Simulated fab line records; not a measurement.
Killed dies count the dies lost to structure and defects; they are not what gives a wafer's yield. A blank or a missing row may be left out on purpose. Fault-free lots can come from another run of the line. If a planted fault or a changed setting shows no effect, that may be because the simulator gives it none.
fab line records	flow n5-finfet
record: lots: 8	wafers: 24	last-day: 17
route steps=1938 shown BEOL_M1@822 BEOL_M2@843 BEOL_M4@1111 PASSIVATION@1936
lots that met no fault: taken from a fault-free run of the same line
start-h: hours from the record's opening day to when the first of the lot's shown wafers began	wait-h: hours from the lot's prior step to this one	" same as the row above	L1.1+2: several wafers, shown together as one row	- no value, or no start was given	* or withheld: withheld	< > ~ a bound
route shown NAME@n: a module of which the file shows steps, and the number in the route of the first	usual: the fault-free wafers' mean and standard deviation	same: alike in all rows	chamber/n: place in a boat	sites: the reading at each site	_std_site: standard deviation across them	_edge_site: mean of outer sites minus mean of inner sites	radius-mm: how far each site lies from the wafer's centre	mask NAME#n: copy n	behind: tool/chamber where the wafer was last shaped	hold: what put the lot on hold/how long, in hours/how the hold closed	device: names the non-switching transistor (n, p or np)	end of line: the same wafers' tests at the end of the route	a step with no rows: only its recipe	killed: the dies lost at the first sort to structure and to defects; this is not the yield of the wafer	map: a wafer's dies, marking killed ones x, the rest . and places with no die _
set.NAME: the setting as run; set.NAME@STEP: as run at that earlier step	model.NAME: the simulator's own value behind a step, which no gauge read
a sample of lots followed through the steps of the route, with each step as a table and each wafer as a row
services: when a tool's chamber went out of use (start-h, in hours from the record's first day, below 0 if earlier), for how many hours, and the reason
== steps ==
step: N5_BEOL_M1_SPUTTER_88
recipe: material: Cu	target-thk-a: 45	temp-c: -20	chamber-pressure-pa: 0.07	power-w: withheld	time-s: 8.29
usual: chuck-sensor-temp-C: -15.9/0.46	throttle-valve-pct: 29.6/0.65
lot.wafer	tool	chamber	start-h	wait-h	chuck-sensor-temp-C	throttle-valve-pct
L115.2	pvd-sputter-01	-	173.65	0.1	-16.0	29.6
L115.3	"	-	"	"	-15.3	29.8
L115.4	"	-	"	"	-15.9	28.7
L116.2	pvd-sputter-01	-	183.21	0.1	-15.7	29.2
L116.3	"	-	"	"	-15.6	29.8
L116.6	"	-	"	"	-15.8	29.6
L117.1	pvd-sputter-02	-	186.43	0.1	-15.2	30.4
L117.4	"	-	"	"	-16.7	28.6
L117.5	"	-	"	"	-16.1	29.7
L126.2	pvd-sputter-02	-	240.66	0.1	-15.7	30.1
L126.4	"	-	"	"	-16.2	29.5
L126.5	"	-	"	"	-15.9	30.0
L127.3	pvd-sputter-03	-	243.62	0.1	-15.4	30.2
L127.5	"	-	"	"	-15.8	29.5
L127.6	"	-	"	"	-15.6	30.3
L128.2	pvd-sputter-02	-	248.28	0.1	-15.7	30.3
L128.4	"	-	"	"	-16.7	28.6
L128.6	"	-	"	"	-16.3	29.5
L129.1	pvd-sputter-01	-	256.09	0.1	-15.8	29.6
L129.2	"	-	"	"	-16.1	29.0
L129.4	"	-	"	"	-15.7	29.1
L130.1	pvd-sputter-02	-	260.92	0.1	-16.6	28.7
L130.5	"	-	"	"	-15.4	30.6
L130.6	"	-	"	"	-16.0	29.7
step: N5_BEOL_M1_CMP_52
recipe: stop-on: SiOC	t-overpolish-s: 6.8	down-force-psi: 1	platen-rpm: 50	clearing-platen-down-force-psi: 1.5	clearing-platen-rpm: 50	post-cmp-clean: cu-alkaline	target-thk-nm: 40	clearing-platen-pad-velocity-m-s: 0.99484	pad-velocity-m-s: 0.99484
usual: barrier-field-endpoint-s: 24.5/0.87	motor-current-A: 6.1/0.51	overpolish-run-s: 6.801/0.0087	slurry-filter-dp-kPa: 13.51/0.13	time-to-endpoint-s: 63/5
lot.wafer	tool	chamber	start-h	wait-h	barrier-field-endpoint-s	motor-current-A	overpolish-run-s	slurry-filter-dp-kPa	time-to-endpoint-s
L115.2	cmp-02	3	175.07	0.3	26.8	6.0	6.800	13.63	73
L115.3	"	0	"	"	24.8	5.7	6.812	13.73	63
L115.4	"	1	"	"	24.8	6.4	6.809	13.34	61
L116.2	cmp-02	1	184.62	0.2	23.8	6.5	6.800	13.41	61
L116.3	"	2	"	"	23.5	5.8	6.807	13.66	61
L116.6	"	0	"	"	24.3	5.4	6.785	13.37	65
L117.4	cmp-02	1	188.03	0.2	23.4	6.2	6.792	13.41	60
L117.1	"	2	"	"	23.5	5.6	6.808	13.62	62
L117.5	"	0	"	"	24.8	5.6	6.809	13.49	66
L126.2	cmp-04	0	242.30	0.3	24.5	7.0	6.824	13.26	65
L126.4	"	3	"	"	23.7	5.7	6.806	13.38	59
L126.5	"	0	"	"	24.8	6.8	6.801	13.45	67
L127.3	cmp-01	3	245.24	0.3	26.5	6.5	6.794	13.48	72
L127.6	"	0	"	"	24.2	6.2	6.812	13.37	65
L127.5	"	1	"	"	24.6	6.6	6.801	13.28	62
L128.4	cmp-02	1	249.77	0.2	24.5	6.3	6.811	13.63	55
L128.2	"	3	"	"	26.6	5.7	6.796	13.69	67
L128.6	"	2	"	"	23.8	5.9	6.815	13.49	60
L129.4	cmp-04	2	257.47	0.1	24.5	6.7	6.801	13.55	69
L129.1	"	3	"	"	23.9	5.6	6.796	13.54	62
L129.2	"	1	"	"	23.9	5.0	6.811	13.61	63
L130.1	cmp-02	2	262.43	0.3	24.3	5.6	6.774	13.28	62
L130.5	"	2	"	"	24.5	5.6	6.790	13.64	64
L130.6	"	3	"	"	25.3	6.0	6.806	13.42	70
step: N5_BEOL_M1_INSPECT_59
recipe: inspect-instrument: darkfield	mode: post-dep
usual: raw-defect-count: 77/26
lot.wafer	tool	chamber	start-h	wait-h	raw-defect-count
L115.2	defect-inspect-01	-	175.61	0.0	62
L115.3	"	-	"	"	61
L115.4	"	-	"	"	542
L116.2	defect-inspect-02	-	185.17	0.0	507
L116.3	"	-	"	"	64
L116.6	"	-	"	"	81
L117.1	defect-inspect-02	-	188.54	0.0	71
L117.4	"	-	"	"	589
L117.5	"	-	"	"	91
L126.2	defect-inspect-02	-	242.92	0.0	80
L126.4	"	-	"	"	81
L126.5	"	-	"	"	84
L127.3	defect-inspect-02	-	245.71	0.0	180
L127.5	"	-	"	"	129
L127.6	"	-	"	"	147
L128.2	defect-inspect-01	-	250.36	0.0	66
L128.4	"	-	"	"	31
L128.6	"	-	"	"	39
L129.1	defect-inspect-02	-	258.05	0.0	44
L129.2	"	-	"	"	56
L129.4	"	-	"	"	47
L130.1	defect-inspect-01	-	263.01	0.0	76
L130.5	"	-	"	"	38
L130.6	"	-	"	"	45
step: N5_BEOL_M2_PECVD_72
recipe: material: SiO2	target-thk-a: 160	temp-c: 400	precursor: TEOS/O2	pressure-torr: 5.5	rf-w: 450	teos-flow-sccm: 53.8	gas: O2	flow-sccm: 3000	time-s: 18
usual: heater-power-w: 705/87	rf-fwd-power-W: 444.1/2.6	showerhead-plenum-p-Torr: 8.84/0.037	throttle-valve-pct: 22.7/1.1
lot.wafer	tool	chamber	start-h	wait-h	heater-power-w	rf-fwd-power-W	showerhead-plenum-p-Torr	throttle-valve-pct
L115.2	pecvd-04	2	175.75	0.0	754	445.0	8.83	21.3
L115.3	"	1	"	"	670	440.7	8.82	23.4
L115.4	"	0	"	"	823	446.8	8.83	22.4
L116.2	pecvd-01	1	185.31	0.0	664	440.6	8.84	22.6
L116.3	"	2	"	"	672	440.7	8.83	23.5
L116.6	"	2	"	"	670	439.5	8.87	23.6
L117.1	pecvd-03	1	188.68	0.0	638	445.2	8.84	24.4
L117.4	"	2	"	"	589	444.9	8.78	22.8
L117.5	"	1	"	"	654	446.9	8.81	24.4
L126.2	pecvd-04	1	243.06	0.0	597	442.6	8.83	23.2
L126.4	"	0	"	"	869	446.8	8.80	22.1
L126.5	"	2	"	"	739	443.9	8.83	21.3
L127.3	pecvd-01	1	245.85	0.0	711	443.0	8.83	22.4
L127.5	"	1	"	"	697	441.1	8.84	22.7
L127.6	"	2	"	"	690	438.9	8.82	23.4
L128.2	pecvd-04	2	250.50	0.0	682	446.4	8.82	21.2
L128.4	"	0	"	"	862	448.6	8.79	22.8
L128.6	"	1	"	"	616	441.9	8.83	23.1
L129.1	pecvd-04	2	258.20	0.0	709	445.6	8.83	21.4
L129.2	"	1	"	"	648	441.9	8.84	23.4
L129.4	"	1	"	"	677	442.3	8.83	23.3
L130.1	pecvd-04	1	263.16	0.0	699	440.8	8.84	23.4
L130.5	"	1	"	"	702	442.3	8.83	23.5
L130.6	"	0	"	"	769	447.6	8.82	22.4
step: N5_BEOL_M2_HM_DEP_02
recipe: material: TiN	target-thk-a: 200	temp-c: 25	chamber-pressure-pa: 0.49996
usual: throttle-valve-pct: 29.9/0.76
lot.wafer	tool	chamber	start-h	wait-h	throttle-valve-pct
L115.2	pvd-sputter-02	-	176.40	0.6	29.9
L115.3	"	-	"	"	30.4
L115.4	"	-	"	"	28.8
L116.2	pvd-sputter-03	-	186.06	0.7	30.6
L116.3	"	-	"	"	31.2
L116.6	"	-	"	"	31.1
L117.1	pvd-sputter-03	-	188.74	0.0	30.0
L117.4	"	-	"	"	30.5
L117.5	"	-	"	"	31.5
L126.2	pvd-sputter-03	-	244.90	1.8	30.2
L126.4	"	-	"	"	30.9
L126.5	"	-	"	"	29.4
L127.3	pvd-sputter-01	-	246.69	0.8	28.9
L127.5	"	-	"	"	28.7
L127.6	"	-	"	"	29.6
L128.2	pvd-sputter-03	-	250.89	0.4	30.5
L128.4	"	-	"	"	29.4
L128.6	"	-	"	"	31.0
L129.1	pvd-sputter-03	-	258.87	0.7	30.1
L129.2	"	-	"	"	29.6
L129.4	"	-	"	"	30.8
L130.1	pvd-sputter-01	-	264.23	1.1	29.8
L130.5	"	-	"	"	29.6
L130.6	"	-	"	"	28.9
step: N5_BEOL_M2_INSPECT_13
recipe: mode: adi	inspect-instrument: brightfield
usual: raw-defect-count: 436/100
lot.wafer	tool	chamber	start-h	wait-h	raw-defect-count
L115.2	defect-inspect-02	-	176.89	0.0	500
L115.3	"	-	"	"	385
L115.4	"	-	"	"	866
L116.2	defect-inspect-02	-	186.67	0.0	888
L116.3	"	-	"	"	455
L116.6	"	-	"	"	589
L117.1	defect-inspect-01	-	189.34	0.1	443
L117.4	"	-	"	"	979
L117.5	"	-	"	"	408
L126.2	defect-inspect-01	-	245.51	0.0	417
L126.4	"	-	"	"	431
L126.5	"	-	"	"	346
L127.3	defect-inspect-01	-	247.32	0.0	569
L127.5	"	-	"	"	475
L127.6	"	-	"	"	488
L128.2	defect-inspect-01	-	251.37	0.0	345
L128.4	"	-	"	"	462
L128.6	"	-	"	"	383
L129.1	defect-inspect-01	-	259.35	0.1	362
L129.2	"	-	"	"	361
L129.4	"	-	"	"	334
L130.1	defect-inspect-02	-	264.71	0.1	402
L130.5	"	-	"	"	428
L130.6	"	-	"	"	333
step: N5_BEOL_M2_INSPECT_30
recipe: mode: adi	inspect-instrument: brightfield
usual: raw-defect-count: 439/110
lot.wafer	tool	chamber	start-h	wait-h	raw-defect-count
L115.2	defect-inspect-01	-	178.57	0.0	505
L115.3	"	-	"	"	418
L115.4	"	-	"	"	847
L116.2	defect-inspect-01	-	188.91	0.0	922
L116.3	"	-	"	"	482
L116.6	"	-	"	"	561
L117.1	defect-inspect-02	-	190.34	0.1	467
L117.4	"	-	"	"	1016
L117.5	"	-	"	"	384
L126.2	defect-inspect-01	-	246.63	0.0	422
L126.4	"	-	"	"	441
L126.5	"	-	"	"	328
L127.3	defect-inspect-02	-	248.55	0.0	575
L127.5	"	-	"	"	472
L127.6	"	-	"	"	522
L128.2	defect-inspect-01	-	252.43	0.0	342
L128.4	"	-	"	"	477
L128.6	"	-	"	"	358
L129.1	defect-inspect-02	-	260.50	0.1	342
L129.2	"	-	"	"	366
L129.4	"	-	"	"	333
L130.1	defect-inspect-02	-	266.39	0.1	400
L130.5	"	-	"	"	438
L130.6	"	-	"	"	332
step: N5_BEOL_M4_RC_MEAS_101
usual: DIBL_N: 35.9/2.5	DIBL_P: 36.0/3	IOFF_N: 0.16/0.047	IOFF_P: 0.21/0.047	ION_N: 671/14	ION_P: 460/8.8	SS_N: 71.5/0.73	SS_P: 73.2/0.91	VT_N: 250/4.3	VT_P: -251/3.6
lot.wafer	tool	chamber	start-h	wait-h	DIBL_N[mV/V]	DIBL_P[mV/V]	IOFF_N[nA/um]	IOFF_P[nA/um]	ION_N[uA/um]	ION_P[uA/um]	SS_N[mV/dec]	SS_P[mV/dec]	VT_N[mV]	VT_P[mV]
L115.2	prober-02	0	206.96	0.2	35.2	34.8	0.16	0.17	677	453	71.7	72.9	250	-256
L115.3	"	0	"	"	32.0	32.5	0.12	0.14	660	452	70.7	72.5	252	-254
L115.4	"	0	"	"	32.7	32.3	0.12	0.14	658	449	70.5	72.9	254	-257
L116.2	prober-01	0	217.12	0.2	37.0	35.8	0.16	0.21	681	465	71.8	74.2	251	-250
L116.3	"	0	"	"	36.8	35.4	0.15	0.19	667	454	71.2	73.2	251	-254
L116.6	"	0	"	"	38.2	36.5	0.17	0.21	674	457	72.0	73.9	247	-252
L117.1	prober-01	0	222.17	0.0	31.1	29.3	0.08	0.12	650	452	69.3	70.9	257	-257
L117.4	"	0	"	"	34.7	32.3	0.11	0.15	642	444	71.4	72.0	256	-253
L117.5	"	0	"	"	34.7	32.0	0.12	0.14	655	444	70.7	71.4	253	-253
L126.2	prober-02	0	274.46	0.2	39.7	41.2	0.27	0.32	703	470	73.1	74.6	241	-245
L126.4	"	0	"	"	38.5	39.9	0.25	0.29	690	471	72.2	75.1	244	-245
L126.5	"	0	"	"	34.5	35.4	0.15	0.23	681	467	71.6	73.0	248	-249
L127.3	prober-01	0	280.46	0.3	36.5	36.7	0.16	0.22	681	465	70.9	73.4	250	-249
L127.5	"	0	"	"	38.0	36.8	0.18	0.21	690	461	71.8	73.0	250	-252
L127.6	"	0	"	"	37.2	38.1	0.17	0.25	676	468	72.1	73.2	250	-249
L128.2	prober-01	0	283.90	0.2	34.3	34.8	0.13	0.19	667	460	71.5	73.0	253	-252
L128.4	"	0	"	"	35.8	37.5	0.15	0.22	654	457	71.7	73.7	251	-249
L128.6	"	0	"	"	37.4	40.5	0.21	0.29	692	473	72.7	74.5	243	-244
L129.1	prober-01	0	291.36	0.0	35.8	35.4	0.17	0.22	684	471	71.1	73.1	249	-247
L129.2	"	0	"	"	38.1	37.6	0.18	0.23	678	467	72.0	73.7	250	-249
L129.4	"	0	"	"	35.3	34.9	0.15	0.22	655	456	71.4	73.0	251	-249
L130.1	prober-02	0	300.24	0.0	35.0	35.1	0.13	0.19	655	452	71.1	72.8	255	-252
L130.5	"	0	"	"	34.7	34.8	0.15	0.19	681	468	71.2	73.5	251	-250
L130.6	"	0	"	"	32.9	32.7	0.10	0.16	656	455	71.0	72.0	259	-254
step: N5_PASSIVATION_PROBE_49
usual: defect-limited-yield: 91.4/1.4	killed_at_M0_to_M3: 34/8.9	killed_at_M4_up: 13/4.6	killed-at-contacts: 12/5.5	killed-at-front-end: 41/11	killed-at-other: 3.1/2.9	killed-dies: 102/16	killed-on-rim: 13/4.2	killed-open: 66/11	killed-short: 34/7.6	sort_bin_5_function: 5.1/0.89	sort_bin_6_memory: 3.2/0.61	sort_bin_8_speed: 0.02/0.12	sort-n-pass: 1078/16	sort-yield-pct: 91.3/1.4
same: gross-dies: 1180	killed-at-back-side: 0	sort_bin_4_leakage[%]: 0
lot.wafer	tool	chamber	start-h	wait-h	defect-limited-yield[%]	killed_at_M0_to_M3	killed_at_M4_up	killed-at-contacts	killed-at-front-end	killed-at-other	killed-dies	killed-on-rim	killed-open	killed-short	sort_bin_5_function[%]	sort_bin_6_memory[%]	sort_bin_8_speed[%]	sort-n-pass	sort-yield-pct[%]
L115.2	prober-01	-	305.85	0.1	89.2	32	11	10	67	7	127	14	75	42	5.9	3.9	0	1053	89.2
L115.3	prober-01	-	305.90	0.1	90.1	35	9	16	52	5	117	10	70	47	6.2	3.4	0	1063	90.1
L115.4	prober-01	-	305.95	0.2	61.5	385	12	14	43	0	454	64	59	30	24.6	11.9	0	726	61.5
L116.2	prober-01	-	314.16	0.1	58.6	397	19	34	37	1	488	63	71	36	24.1	14.6	0	692	58.6
L116.3	prober-01	-	314.21	0.1	90.7	27	9	26	45	3	110	11	76	30	5.8	3.2	0	1070	90.7
L116.6	prober-01	-	314.36	0.3	91.3	28	10	16	44	5	103	13	69	32	4.6	3.9	0	1077	91.3
L117.1	prober-02	-	332.69	0.0	89.7	39	13	21	46	2	121	15	78	36	5.5	3.9	0	1059	89.7
L117.4	prober-02	-	332.84	0.2	56.9	438	15	10	44	2	509	59	75	24	26.4	14.9	0	671	56.9
L117.5	prober-02	-	332.89	0.2	92.9	19	13	10	37	5	84	15	62	21	4.4	2.5	0	1096	92.9
L126.2	prober-02	-	374.35	0.1	91.4	32	9	10	47	3	101	13	75	26	5.3	3.0	0	1079	91.4
L126.4	prober-02	-	374.45	0.2	91.4	36	15	10	39	2	102	12	62	40	4.7	3.6	0	1078	91.4
L126.5	prober-02	-	374.50	0.2	93.0	32	12	6	31	2	83	12	62	21	4.2	2.8	0	1097	93.0
L128.2	prober-01	-	380.96	0.1	92.7	19	10	22	35	0	86	8	53	32	3.9	3.1	0.08	1094	92.7
L128.4	prober-01	-	381.06	0.2	91.4	41	15	15	27	3	101	20	68	32	5.8	2.5	0	1079	91.4
L128.6	prober-01	-	381.16	0.3	92.5	29	21	14	22	2	88	13	67	19	4.7	2.6	0	1092	92.5
L127.3	prober-02	-	384.82	0.1	91.4	40	9	14	38	1	102	13	70	32	5.5	3.0	0	1078	91.4
L127.5	prober-02	-	384.92	0.2	91.2	38	19	7	39	1	104	16	71	33	5.2	3.5	0	1076	91.2
L127.6	prober-02	-	384.97	0.3	89.2	52	17	15	39	5	128	11	84	44	5.8	4.5	0	1052	89.2
L129.1	prober-02	-	391.92	0.0	92.0	44	16	5	25	4	94	9	54	37	4.7	2.7	0	1086	92.0
L129.2	prober-02	-	391.97	0.1	90.3	37	16	16	38	7	114	20	81	31	5.4	3.9	0	1066	90.3
L129.4	prober-02	-	392.07	0.2	91.4	32	10	11	48	0	101	14	60	41	5.3	2.9	0	1079	91.4
L130.1	prober-02	-	405.81	0.0	89.7	61	3	19	39	0	122	14	82	40	5.3	4.5	0	1058	89.7
L130.5	prober-02	-	406.01	0.2	91.5	44	8	8	39	1	100	11	73	27	4.9	3.2	0	1080	91.5
L130.6	prober-02	-	406.06	0.3	91.0	48	6	9	41	2	106	12	71	35	5.6	3.1	0	1074	91.0
killed by level:class
L115.2 STI_FIN_REVEAL:geometric-particle:open=15 DUMMY_GATE:geometric-particle:open=9 HKMG_FIN:area-etch=9 MOL_CONTACT_COAG:geometric-particle:open=8 FIN_SAQP:geometric-particle:short=7 BEOL_M0_SAQP:geometric-particle:short=7 BEOL_M1:geometric-particle:open=7 FIN_SAQP:geometric-particle:open=6
L115.3 STI_FIN_REVEAL:geometric-particle:open=22 BEOL_M0_SAQP:geometric-particle:short=16 BEOL_M0_SAQP:geometric-particle:open=13 MOL_CONTACT_COAG:geometric-particle:open=12 STI_FIN_REVEAL:geometric-particle:short=5 FIN_SAQP:geometric-particle:short=4 FIN_SAQP:geometric-particle:open=4 DUMMY_GATE:geometric-particle:open=4
L115.4 BEOL_M1:unspecified=364 FIN_SAQP:geometric-particle:short=13 FIN_SAQP:geometric-particle:open=12 MOL_CONTACT_COAG:geometric-particle:open=12 BEOL_M0_SAQP:geometric-particle:short=7 STI_FIN_REVEAL:geometric-particle:open=6 BEOL_M2:geometric-particle:open=6 BEOL_M4:geometric-particle:open=5
L116.2 BEOL_M1:unspecified=377 MOL_CONTACT_COAG:geometric-particle:open=29 FIN_SAQP:geometric-particle:short=10 STI_FIN_REVEAL:geometric-particle:open=7 BEOL_M0_SAQP:geometric-particle:open=6 MOL_CONTACT_COAG:geometric-particle:short=5 BEOL_M4:geometric-particle:open=5 GATE_CUT:geometric-particle:short=4
L116.3 MOL_CONTACT_COAG:geometric-particle:open=19 FIN_SAQP:geometric-particle:open=8 FIN_SAQP:geometric-particle:short=7 MOL_CONTACT_COAG:geometric-particle:short=7 STI_FIN_REVEAL:geometric-particle:open=6 BEOL_M3:geometric-particle:open=6 BEOL_M1:geometric-particle:open=6 BEOL_M0:geometric-particle:open=5
L116.6 MOL_CONTACT_COAG:geometric-particle:open=12 STI_FIN_REVEAL:geometric-particle:open=9 FIN_SAQP:geometric-particle:open=7 BEOL_M3:geometric-particle:open=6 GATE_CUT:geometric-particle:open=5 BEOL_M2:geometric-particle:short=5 STI_FIN_REVEAL:geometric-particle:short=4 MOL_CONTACT_COAG:geometric-particle:short=4
L117.1 MOL_CONTACT_COAG:geometric-particle:open=19 FIN_SAQP:geometric-particle:open=11 BEOL_M0_SAQP:geometric-particle:short=11 BEOL_M3:geometric-particle:open=10 BEOL_M4:geometric-particle:open=8 FIN_SAQP:geometric-particle:short=7 HKMG_FIN:area-etch=7 STI_FIN_REVEAL:geometric-particle:open=6
L117.4 BEOL_M1:unspecified=407 STI_FIN_REVEAL:geometric-particle:open=16 FIN_SAQP:geometric-particle:open=13 BEOL_M3:geometric-particle:open=13 MOL_CONTACT_COAG:geometric-particle:open=7 FIN_SAQP:geometric-particle:short=5 BEOL_M0_SAQP:geometric-particle:open=5 BEOL_M2:geometric-particle:open=5
L117.5 FIN_SAQP:geometric-particle:short=10 MOL_CONTACT_COAG:geometric-particle:open=10 FIN_SAQP:geometric-particle:open=8 BEOL_M3:geometric-particle:open=7 STI_FIN_REVEAL:geometric-particle:open=5 DUMMY_GATE:geometric-particle:open=5 BEOL_M0_SAQP:geometric-particle:open=4 BEOL_M4:geometric-particle:open=4
L126.2 FIN_SAQP:geometric-particle:open=15 BEOL_M1:geometric-particle:open=13 MOL_CONTACT_COAG:geometric-particle:open=10 FIN_SAQP:geometric-particle:short=5 STI_FIN_REVEAL:geometric-particle:open=5 BEOL_M0_SAQP:geometric-particle:open=5 STI_FIN_REVEAL:geometric-particle:short=4 GATE_CUT:geometric-particle:open=4
L126.4 BEOL_M3:geometric-particle:open=9 FIN_SAQP:geometric-particle:short=8 BEOL_M1:geometric-particle:open=8 MOL_CONTACT_COAG:geometric-particle:open=7 GATE_CUT:geometric-particle:open=6 BEOL_M0_SAQP:geometric-particle:short=6 FIN_SAQP:geometric-particle:open=5 GATE_CUT:geometric-particle:short=5
L126.5 FIN_SAQP:geometric-particle:short=11 BEOL_M1:geometric-particle:open=10 BEOL_M3:geometric-particle:open=9 FIN_SAQP:geometric-particle:open=8 MOL_CONTACT_COAG:geometric-particle:open=6 DUMMY_GATE:geometric-particle:open=5 BEOL_M2:geometric-particle:open=4 BEOL_M5:geometric-particle:open=4
L128.2 MOL_CONTACT_COAG:geometric-particle:open=17 DUMMY_GATE:geometric-particle:open=6 GATE_CUT:geometric-particle:short=6 BEOL_M0_SAQP:geometric-particle:short=6 BEOL_M4:geometric-particle:open=6 STARTING-WAFER:geometric-particle:short=6 MOL_CONTACT_COAG:geometric-particle:short=5 STARTING-WAFER:geometric-particle:open=4
L128.4 MOL_CONTACT_COAG:geometric-particle:open=14 BEOL_M0_SAQP:geometric-particle:open=13 BEOL_M3:geometric-particle:open=12 DUMMY_GATE:geometric-particle:open=7 FIN_SAQP:geometric-particle:short=6 BEOL_M0_SAQP:geometric-particle:short=5 STARTING-WAFER:geometric-particle:short=5 BEOL_M4:geometric-particle:open=4
L128.6 MOL_CONTACT_COAG:geometric-particle:open=12 BEOL_M4:geometric-particle:open=12 BEOL_M3:geometric-particle:open=10 BEOL_M0_SAQP:geometric-particle:open=9 BEOL_M2:geometric-particle:open=6 DUMMY_GATE:geometric-particle:open=4 STARTING-WAFER:geometric-particle:short=4 GATE_CUT:geometric-particle:open=3
L127.3 FIN_SAQP:geometric-particle:open=11 BEOL_M3:geometric-particle:open=10 MOL_CONTACT_COAG:geometric-particle:open=10 BEOL_M1:geometric-particle:open=10 BEOL_M0_SAQP:geometric-particle:short=8 DUMMY_GATE:geometric-particle:open=7 BEOL_M4:geometric-particle:open=5 DUMMY_GATE:geometric-particle:short=4
L127.5 BEOL_M0_SAQP:geometric-particle:open=9 FIN_SAQP:geometric-particle:open=8 BEOL_M0_SAQP:geometric-particle:short=8 MOL_CONTACT_COAG:geometric-particle:open=7 BEOL_M5:geometric-particle:open=7 STI_FIN_REVEAL:geometric-particle:open=6 DUMMY_GATE:geometric-particle:open=6 BEOL_M2:geometric-particle:open=5
L127.6 FIN_SAQP:geometric-particle:open=12 BEOL_M0_SAQP:geometric-particle:open=12 MOL_CONTACT_COAG:geometric-particle:open=11 BEOL_M0_SAQP:geometric-particle:short=11 BEOL_M3:geometric-particle:open=10 FIN_SAQP:geometric-particle:short=5 STARTING-WAFER:geometric-particle:open=5 BEOL_M2:geometric-particle:short=5
L129.1 BEOL_M0_SAQP:geometric-particle:short=14 BEOL_M0_SAQP:geometric-particle:open=9 BEOL_M1:geometric-particle:open=9 BEOL_M4:geometric-particle:open=8 BEOL_M3:geometric-particle:open=6 ILD0:geometric-particle:short=4 ILD0:geometric-particle:open=4 BEOL_M4:geometric-particle:short=4
L129.2 STI_FIN_REVEAL:geometric-particle:open=15 BEOL_M0_SAQP:geometric-particle:open=14 MOL_CONTACT_COAG:geometric-particle:open=14 BEOL_M4:geometric-particle:open=12 BEOL_M0_SAQP:geometric-particle:short=8 BEOL_M2:geometric-particle:open=5 FIN_SAQP:geometric-particle:short=4 STARTING-WAFER:geometric-particle:short=4
L129.4 STI_FIN_REVEAL:geometric-particle:open=9 BEOL_M0_SAQP:geometric-particle:open=9 ILD0:geometric-particle:short=8 BEOL_M0_SAQP:geometric-particle:short=7 MOL_CONTACT_COAG:geometric-particle:open=7 BEOL_M3:geometric-particle:open=7 FIN_SAQP:geometric-particle:open=6 FIN_SAQP:geometric-particle:short=5
L130.1 BEOL_M0_SAQP:geometric-particle:open=16 MOL_CONTACT_COAG:geometric-particle:open=15 FIN_SAQP:geometric-particle:open=13 BEOL_M2:geometric-particle:open=13 BEOL_M0_SAQP:geometric-particle:short=10 FIN_SAQP:geometric-particle:short=6 BEOL_M3:geometric-particle:open=5 STI_FIN_REVEAL:geometric-particle:open=4
L130.5 BEOL_M2:geometric-particle:open=12 BEOL_M3:geometric-particle:open=12 FIN_SAQP:geometric-particle:short=9 FIN_SAQP:geometric-particle:open=9 MOL_CONTACT_COAG:geometric-particle:open=8 BEOL_M0_SAQP:geometric-particle:open=8 BEOL_M0_SAQP:geometric-particle:short=7 STI_FIN_REVEAL:geometric-particle:open=7
L130.6 BEOL_M0_SAQP:geometric-particle:open=14 FIN_SAQP:geometric-particle:open=13 BEOL_M2:geometric-particle:open=12 BEOL_M0_SAQP:geometric-particle:short=7 FIN_SAQP:geometric-particle:short=6 DUMMY_GATE:geometric-particle:open=6 MOL_CONTACT_COAG:geometric-particle:open=6 GATE_CUT:geometric-particle:short=5
== services ==
tool	chamber	start-h	hours	kind
cmp-04	-	149.71	1.4	repair
pecvd-04	2	154.06	2.1	scheduled-down
pecvd-03	1	156.82	2.1	scheduled-down
pecvd-03	-	169.69	2.8	pm
pecvd-04	-	175.90	0.9	repair
cmp-04	-	181.87	3.1	repair
pecvd-01	-	186.49	2.8	pm
cmp-01	-	186.87	1.3	repair
cmp-02	-	196.66	6.3	pm
pecvd-01	0	199.65	2.1	scheduled-down
pecvd-03	2	202.38	-	clean
pecvd-03	2	202.38	-	consumable-replace:showerhead
pecvd-03	2	202.38	29.0	scheduled-down
pecvd-03	2	202.38	29.0	vent-cycle
cmp-01	-	210.70	7.7	pm
cmp-01	-	220.48	4.0	pm
cmp-01	-	224.48	-	consumable-replace:conditioner
cmp-01	-	224.48	-	consumable-replace:pad
pecvd-01	0	225.32	5.5	scheduled-down
cmp-02	-	244.64	4.0	pm
cmp-02	-	248.64	-	consumable-replace:conditioner
cmp-02	-	248.64	-	consumable-replace:pad
pecvd-03	-	262.39	14.6	pm
== key ==
first-sign: step: N5_BEOL_M1_INSPECT_59	reading: raw-defect-count	direction: up	sigmas: 18	usual: 77	struck: 546
effect: step: N5_BEOL_M2_INSPECT_13	reading: raw-defect-count	direction: up	sigmas: 4.5	usual: 436	struck: 911
effect: step: N5_BEOL_M2_INSPECT_30	reading: raw-defect-count	direction: up	sigmas: 4.6	usual: 439	struck: 928
effect: step: N5_PASSIVATION_PROBE_49	reading: killed_at_M0_to_M3	direction: up	sigmas: 42	usual: 34	struck: 407
more-kills-born-at: N5_BEOL_M1_CMP_52@cmp-02: 1148
met-at N5_BEOL_M1_CMP_52
struck-lots L115,L116,L117
struck-wafers L115.4,L116.2,L117.4
not-acting-at N5_BEOL_M1_SPUTTER_88,N5_BEOL_M2_PECVD_72,N5_BEOL_M2_HM_DEP_02
fault: kind: chamber-particle-source	tool: cmp-02	chamber: 1	onset-h: 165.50	steps: N5_BEOL_M1_CMP_52	rate-per-visit-cm2: 0.74056	end-h: 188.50
